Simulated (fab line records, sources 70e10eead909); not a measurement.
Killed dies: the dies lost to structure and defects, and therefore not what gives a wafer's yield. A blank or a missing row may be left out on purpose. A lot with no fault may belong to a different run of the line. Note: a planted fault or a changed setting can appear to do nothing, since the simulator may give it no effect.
Chamber matching || flow nand harc || 4 sister chambers for NHARC_A_STAIRCASE_ALD_420 on ald hk-04
The step deposits SiO2, target thk 20 nm, pulse time 6 s, ald cycles 200. 16 wafers are shown with their chamber, then 8 later ones without.

## WAFERS PAIRED WITH THEIR CHAMBERS
{"wafer": "L076.1", "chamber": 2, "heater power w (W)": 416, "heater power outer w (W)": 240, "precursor pulse height rel": 1.006}
{"wafer": "L076.3", "chamber": 3, "heater power w (W)": 391, "heater power outer w (W)": 222, "precursor pulse height rel": 0.971}
{"wafer": "L076.6", "chamber": 1, "heater power w (W)": 512, "heater power outer w (W)": 272, "precursor pulse height rel": 0.984}
{"wafer": "L077.1", "chamber": 2, "heater power w (W)": 429, "heater power outer w (W)": 250, "precursor pulse height rel": 1.032}
{"wafer": "L077.2", "chamber": 0, "heater power w (W)": 394, "heater power outer w (W)": 250, "precursor pulse height rel": 1.014}
{"wafer": "L077.5", "chamber": 3, "heater power w (W)": 381, "heater power outer w (W)": 220, "precursor pulse height rel": 0.999}
{"wafer": "L081.2", "chamber": 2, "heater power w (W)": 401, "heater power outer w (W)": 239, "precursor pulse height rel": 0.999}
{"wafer": "L081.4", "chamber": 3, "heater power w (W)": 386, "heater power outer w (W)": 224, "precursor pulse height rel": 0.992}
{"wafer": "L081.5", "chamber": 0, "heater power w (W)": 400, "heater power outer w (W)": 255, "precursor pulse height rel": 0.983}
{"wafer": "L084.1", "chamber": 0, "heater power w (W)": 400, "heater power outer w (W)": 249, "precursor pulse height rel": 1.028}
{"wafer": "L084.2", "chamber": 1, "heater power w (W)": 538, "heater power outer w (W)": 280, "precursor pulse height rel": 0.960}
{"wafer": "L084.3", "chamber": 3, "heater power w (W)": 396, "heater power outer w (W)": 222, "precursor pulse height rel": 0.997}
{"wafer": "L090.1", "chamber": 2, "heater power w (W)": 409, "heater power outer w (W)": 238, "precursor pulse height rel": 0.984}
{"wafer": "L090.2", "chamber": 3, "heater power w (W)": 393, "heater power outer w (W)": 223, "precursor pulse height rel": 0.982}
{"wafer": "L090.3", "chamber": 1, "heater power w (W)": 533, "heater power outer w (W)": 271, "precursor pulse height rel": 1.016}
{"wafer": "L092.1", "chamber": 1, "heater power w (W)": 535, "heater power outer w (W)": 278, "precursor pulse height rel": 0.993}

SIGNATURES (means of the wafers above)
{"reading": "heater power w", "chamber 0": 398.00, "chamber 1": 529.50, "chamber 2": 413.75, "chamber 3": 389.40, "scatter within a chamber": 9.17}
{"reading": "heater power outer w", "chamber 0": 251.33, "chamber 1": 275.25, "chamber 2": 241.75, "chamber 3": 222.20, "scatter within a chamber": 3.88}
{"reading": "precursor pulse height rel", "chamber 0": 1.00833, "chamber 1": 0.98825, "chamber 2": 1.00525, "chamber 3": 0.98820, "scatter within a chamber": 0.0192}
Rule: for a wafer and a chamber, the distance is found by dividing, reading by reading, the gap between the wafer's reading and the chamber's mean by the reading's scatter, squaring, summing and taking the root. The wafer belongs to the nearest chamber; if the next one is less than 2 further off, it can't be placed. The scatter: take each reading less its chamber's mean, square it, sum over the shown wafers, divide by the number of wafers less the number of chambers, and take the root.

## WAFERS MISSING THEIR CHAMBER
{"wafer": "L092.3", "heater power w (W)": 401, "heater power outer w (W)": 233, "precursor pulse height rel": 1.006}
{"wafer": "L092.5", "heater power w (W)": 394, "heater power outer w (W)": 247, "precursor pulse height rel": 1.040}
{"wafer": "L095.1", "heater power w (W)": 410, "heater power outer w (W)": 248, "precursor pulse height rel": 1.003}
{"wafer": "L095.4", "heater power w (W)": 388, "heater power outer w (W)": 224, "precursor pulse height rel": 0.995}
{"wafer": "L095.5", "heater power w (W)": 397, "heater power outer w (W)": 252, "precursor pulse height rel": 1.007}
{"wafer": "L097.1", "heater power w (W)": 504, "heater power outer w (W)": 272, "precursor pulse height rel": 1.031}
{"wafer": "L097.3", "heater power w (W)": 418, "heater power outer w (W)": 254, "precursor pulse height rel": 1.002}
{"wafer": "L097.4", "heater power w (W)": 362, "heater power outer w (W)": 208, "precursor pulse height rel": 1.015}

## WHICH CHAMBER EACH ONE RAN IN
{"wafer": "L092.3", "from the rows above": "can't be placed: 2 or 3", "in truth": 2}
{"wafer": "L092.5", "from the rows above": "can't be placed: 0 or 2", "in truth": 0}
{"wafer": "L095.1", "from the rows above": "can't be placed: 0 or 2", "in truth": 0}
{"wafer": "L095.4", "from the rows above": 3, "in truth": 3}
{"wafer": "L095.5", "from the rows above": 0, "in truth": 0}
{"wafer": "L097.1", "from the rows above": 1, "in truth": 1}
{"wafer": "L097.3", "from the rows above": "can't be placed: 0 or 2", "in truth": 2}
{"wafer": "L097.4", "from the rows above": 3, "in truth": 3}
Placed correctly: 4 of 8. From these rows, 4 cannot be placed; in 4 the true chamber is one of the candidates. Wrongly placed: 0.
